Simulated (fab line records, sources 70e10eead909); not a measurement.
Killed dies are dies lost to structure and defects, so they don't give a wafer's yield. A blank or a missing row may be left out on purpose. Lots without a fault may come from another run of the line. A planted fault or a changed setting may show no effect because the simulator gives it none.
Which tool did it? | flow nand_harc | 12 lots, 36 wafers sampled, at 5 steps of a route of 1159

WHAT THE GAUGES READ, wafer by wafer
NHARC_A_CONTACT_CD_MEAS_53.
lot  | measured     | on        | cd_nm (nm)
L074 | day 16 18:56 | cd_sem-01 | 190.2 190.1 191.2
L077 | day 16 22:17 | cd_sem-01 | 190.1 190.9 190.2
L079 | day 17 17:49 | cd_sem-03 | 191.4 189.3 190.2
L080 | day 18 09:47 | cd_sem-03 | 188.8 189.0 189.2
L083 | day 18 19:41 | cd_sem-01 | 190.3 191.3 191.1
L087 | day 19 10:39 | cd_sem-03 | 189.2 190.3 190.5
L086 | day 19 23:37 | cd_sem-01 | 190.6 190.4 190.9
L092 | day 20 16:13 | cd_sem-02 | 189.7 189.3 189.7
L090 | day 20 10:50 | cd_sem-03 | 189.6 189.9 189.2
L095 | day 21 17:36 | cd_sem-02 | 191.7 190.8 190.5
L094 | day 21 13:29 | cd_sem-02 | 189.3 188.8 190.0
L097 | day 22 06:47 | cd_sem-02 | 189.5 190.4 188.8

WHICH TOOL RAN EACH LOT (tool, then ch and the chambers of the sampled wafers, then the start)
lot  | NHARC_A_STAIRCASE_STRIP_475                   | NHARC_A_WL_FILL_CVD_20                   | NHARC_A_CONTACT_ETCH_117             | NHARC_A_CONTACT_ETCH_120
L074 | rie_diel-08 ch 0,1,2, day 16 17:14 or earlier | cvd_w-01 ch 0,1, day 16 17:14 or earlier | har_cap_etch-02 ch 0,1, day 16 17:14 | har_cap_etch-02 ch 0,1, day 16 17:35
L077 | rie_diel-02 ch 0,1,2, day 16 20:38 or earlier | cvd_w-01 ch 0,1, day 16 20:38 or earlier | har_cap_etch-03 ch 0,1, day 16 20:38 | har_cap_etch-03 ch 0,1, day 16 20:54
L079 | rie_diel-08 ch 0,2,3, day 15 00:23            | cvd_w-01 ch 0,1, day 17 16:26 or earlier | har_cap_etch-01 ch 0,1, day 17 16:26 | har_cap_etch-01 ch 0,1, day 17 16:42
L080 | rie_diel-08 ch 0,1,2, day 18 08:25 or earlier | cvd_w-01 ch 0,1, day 18 08:25 or earlier | har_cap_etch-03 ch 0,1, day 18 08:25 | har_cap_etch-03 ch 0,1, day 18 08:41
L083 | rie_diel-01 ch 0,1,3, day 18 18:19 or earlier | cvd_w-01 ch 0,1, day 18 18:19 or earlier | har_cap_etch-01 ch 0,1, day 18 18:19 | har_cap_etch-01 ch 0,1, day 18 18:35
L087 | rie_diel-01 ch 1,2,3, day 19 09:18 or earlier | cvd_w-01 ch 0,1, day 19 09:18 or earlier | har_cap_etch-03 ch 1, day 19 09:18   | har_cap_etch-03 ch 1, day 19 09:34
L086 | rie_diel-02 ch 0,3, day 19 22:14 or earlier   | cvd_w-02 ch 0,1, day 19 22:14 or earlier | har_cap_etch-02 ch 0,1, day 19 22:14 | har_cap_etch-02 ch 0,1, day 19 22:31
L092 | rie_diel-02 ch 0,1, day 20 14:52 or earlier   | cvd_w-01 ch 0,1, day 20 14:52 or earlier | har_cap_etch-02 ch 0,1, day 20 14:52 | har_cap_etch-02 ch 0,1, day 20 15:08
L090 | rie_diel-02 ch 2,3, day 20 09:28 or earlier   | cvd_w-01 ch 0,1, day 20 09:28 or earlier | har_cap_etch-02 ch 0,1, day 20 09:28 | har_cap_etch-02 ch 0,1, day 20 09:44
L095 | rie_diel-01 ch 1,3, day 21 16:12 or earlier   | cvd_w-02 ch 0,1, day 21 16:12 or earlier | har_cap_etch-02 ch 0,1, day 21 16:12 | har_cap_etch-02 ch 0,1, day 21 16:29
L094 | rie_diel-01 ch 0,1, day 21 12:04 or earlier   | cvd_w-02 ch 1, day 21 12:04 or earlier   | har_cap_etch-03 ch 0,1, day 21 12:04 | har_cap_etch-03 ch 0,1, day 21 12:20
L097 | rie_diel-08 ch 1,2,3, day 22 05:10 or earlier | cvd_w-02 ch 0,1, day 22 05:10 or earlier | har_cap_etch-01 ch 0,1, day 22 05:10 | har_cap_etch-01 ch 0,1, day 22 05:32
- NHARC_A_STAIRCASE_STRIP_475: strips in O2, time 20 s.
- NHARC_A_WL_FILL_CVD_20: deposits W, target thk 75 nm, time 5064 s.
- NHARC_A_CONTACT_ETCH_117: etches the open film in C4F8/O2/Ar, time 94 s, target depth 922 nm.
- NHARC_A_CONTACT_ETCH_120: etches the open film in C4F8/O2/Ar, time 94 s, target depth 922 nm.

THE ANSWER, worked out from the rows above alone
Rule: what is usual is taken from the lots themselves. Put in order of their means at a reading, lots are off if they are a third of the lots or fewer, leave a main group of 4 or more, and stand apart from it by a gap of 3 or more times the standard deviation of the main group's means; of several such gaps the widest counts. A main group whose means are all the same, to the digits that the tables above print for the reading, isn't used. A lot without any number at a reading at which 4 lots or more have one is off too. The other lots that the step has rows for count as sound.
No lot is off at any reading shown: from this, nothing can be told.

WHAT THE SIMULATOR HAD PUT IN
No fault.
